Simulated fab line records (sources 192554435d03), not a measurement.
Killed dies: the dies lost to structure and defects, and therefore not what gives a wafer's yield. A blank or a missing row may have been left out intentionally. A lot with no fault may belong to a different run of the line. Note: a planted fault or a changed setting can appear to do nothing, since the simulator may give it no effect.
The tool behind it: which one?	flow n5_finfet	11 lots with 30 wafers sampled at 2 steps, on a route of 1938 steps

WHAT THE GAUGES READ, wafer by wafer
N5_BEOL_M10_CD_MEAS_28: the cd target is 70 nm. Usual: cd_nm at 69.9 nm, with a standard deviation of 1.7.
lot	measured	on	cd_nm (nm)	flag
L387	day 10 20:21	cd_sem-02	68.1 70.9 68.7	
L386	day 10 20:31	cd_sem-01	67.8 72.0 68.8	
L390	day 11 14:40	cd_sem-01	66.6 67.8 70.3	
L391	day 11 20:49	cd_sem-03	71.4 73.3 72.7	
L396	day 13 04:08	cd_sem-03	71.2 71.8	
L399	day 13 14:25	cd_sem-03	70.4 69.9	
L404	day 14 23:20	cd_sem-02	71.6 72.2	
L401	day 14 23:34	cd_sem-03	70.6 70.9 72.1	
L403	day 15 01:46	cd_sem-03	69.9 71.0 71.3	
L407	day 16 01:10	cd_sem-02	70.3 72.8 71.3	
L408	day 16 01:20	cd_sem-01	69.1 70.0 70.6	

N5_BEOL_M10_OVL_MEAS_29. Usual: V9_OVL typically reads 0.5 nm, with standard deviation 0.68.
lot	measured	on	V9_OVL (nm)	flag
L387	day 10 20:24	overlay-01	0.4 0.2 0.4	
L386	day 10 20:33	overlay-01	2.3 1.9 0.8	
L390	day 11 14:42	overlay-01	1.7 0.4 0.9	
L391	day 11 20:51	overlay-02	-0.3 -0.2 1.0	
L396	day 13 04:10	overlay-01	0.2 0.5	
L399	day 13 14:27	overlay-01	0.6 1.9	
L404	day 14 23:22	overlay-01	-0.7 -0.2	
L401	day 14 23:36	overlay-01	-0.6 -0.3 0.2	
L403	day 15 01:48	overlay-01	0.8 0.5 1.1	
L407	day 16 01:11	overlay-02	1.8 0.4 0.9	
L408	day 16 01:22	overlay-02	1.1 -0.2 0.2	

WHAT TOOL EACH LOT RAN ON (gives the tool, then ch and the chambers of the sampled wafers, and finally the start)
The record holds no process step before these readings.

WHAT THE TOOLS THEMSELVES READ (means of the sampled wafers that have a number; where no wafer has one, the mark that the record gives instead)
The record holds no such reading with a usual standard deviation.

THE ANSWER, worked out from the rows above alone
Rule: a lot counts as off when the mean over its wafers that have a number is more than 3 standard deviations away from the usual mean. A lot without any number at a reading at which 4 lots or more have one is off too. The other lots that the step has rows for count as sound. First the gauges in route order, then the tools' own readings, where a lot's mean is used as printed above. At the first step where some lot is off, the reading lying furthest off is the one used; lots without a number count as furthest.
Nothing can be told from this: no lot is off at any reading shown.

WHAT THE SIMULATOR PUT IN
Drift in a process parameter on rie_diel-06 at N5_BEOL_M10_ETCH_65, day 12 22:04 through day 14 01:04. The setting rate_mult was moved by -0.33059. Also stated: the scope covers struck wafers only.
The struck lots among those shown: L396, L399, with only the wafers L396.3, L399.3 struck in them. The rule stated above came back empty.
